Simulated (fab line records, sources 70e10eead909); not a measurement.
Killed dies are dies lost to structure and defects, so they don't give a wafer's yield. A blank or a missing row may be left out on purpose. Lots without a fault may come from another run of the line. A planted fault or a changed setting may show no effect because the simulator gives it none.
Which tool did it? | flow nand_harc | 6 lots, 18 wafers sampled, at 5 steps of a route of 1302

WHAT THE GAUGES READ, wafer by wafer
NHARC_END_SORT_01.
lot  | measured     | on        | killed_at_array
L495 | day 30 04:33 | prober-01 | 673 676 675

WHICH TOOL RAN EACH LOT (tool, then ch and the chambers of the sampled wafers, then the start)
lot  | NHARC_A_STAIRCASE_TRIM_24                     | NHARC_A_STAIRCASE_ETCH_25                     | NHARC_A_STAIRCASE_ETCH_27          | NHARC_A_STAIRCASE_DESCUM_186
L484 | rie_diel-06 ch 1,2,3, day 17 00:41 or earlier | rie_diel-06 ch 0,1,3, day 17 00:41 or earlier | rie_diel-06 ch 1,2,3, day 17 00:41 | rie_diel-09 ch 1,2,3, day 17 02:23
L490 | rie_diel-09 ch 0,2,3, day 19 07:52 or earlier | rie_diel-09 ch 0,1,2, day 19 07:52 or earlier | rie_diel-09 ch 1,2,3, day 19 07:52 | rie_diel-03 ch 0,2,3, day 19 10:15
L495 | rie_diel-06 ch 0,1,3, day 21 22:46 or earlier | rie_diel-06 ch 1,2,3, day 21 22:46 or earlier | rie_diel-06 ch 0,2,3, day 21 22:46 | rie_diel-03 ch 0,1,3, day 22 00:27
L501 | rie_diel-06 ch 1,2,3, day 23 10:27 or earlier | rie_diel-06 ch 0,2,3, day 23 10:27 or earlier | rie_diel-06 ch 0,2,3, day 23 10:27 | rie_diel-03 ch 0,1,3, day 23 12:10
L504 | rie_diel-09 ch 0,1,2, day 24 10:48 or earlier | rie_diel-09 ch 0,1,2, day 24 10:48 or earlier | rie_diel-09 ch 0,1,2, day 24 10:48 | rie_diel-09 ch 0,2,3, day 24 12:29
L505 | rie_diel-09 ch 1,3, day 25 07:46 or earlier   | rie_diel-09 ch 0,2,3, day 25 07:46 or earlier | rie_diel-09 ch 0,1,3, day 25 07:46 | rie_diel-03 ch 0,3, day 25 09:20
- NHARC_A_STAIRCASE_TRIM_24: chemistry O2, time 211.2 s.
- NHARC_A_STAIRCASE_ETCH_25: etches the open film in C4F8/O2, target depth 100 nm, time 40.5 s.
- NHARC_A_STAIRCASE_ETCH_27: etches the open film in C4F8/O2, target depth 100 nm, time 40.5 s.
- NHARC_A_STAIRCASE_DESCUM_186: chemistry O2, time 3 s.

THE ANSWER, worked out from the rows above alone
Rule: what is usual is taken from the lots themselves. Put in order of their means at a reading, lots are off if they are a third of the lots or fewer, leave a main group of 4 or more, and stand apart from it by a gap of 3 or more times the standard deviation of the main group's means; of several such gaps the widest counts. A main group whose means are all the same, to the digits that the tables above print for the reading, isn't used. A lot without any number at a reading at which 4 lots or more have one is off too. The other lots that the step has rows for count as sound.
No lot is off at any reading shown: from this, nothing can be told.

WHAT THE SIMULATOR HAD PUT IN
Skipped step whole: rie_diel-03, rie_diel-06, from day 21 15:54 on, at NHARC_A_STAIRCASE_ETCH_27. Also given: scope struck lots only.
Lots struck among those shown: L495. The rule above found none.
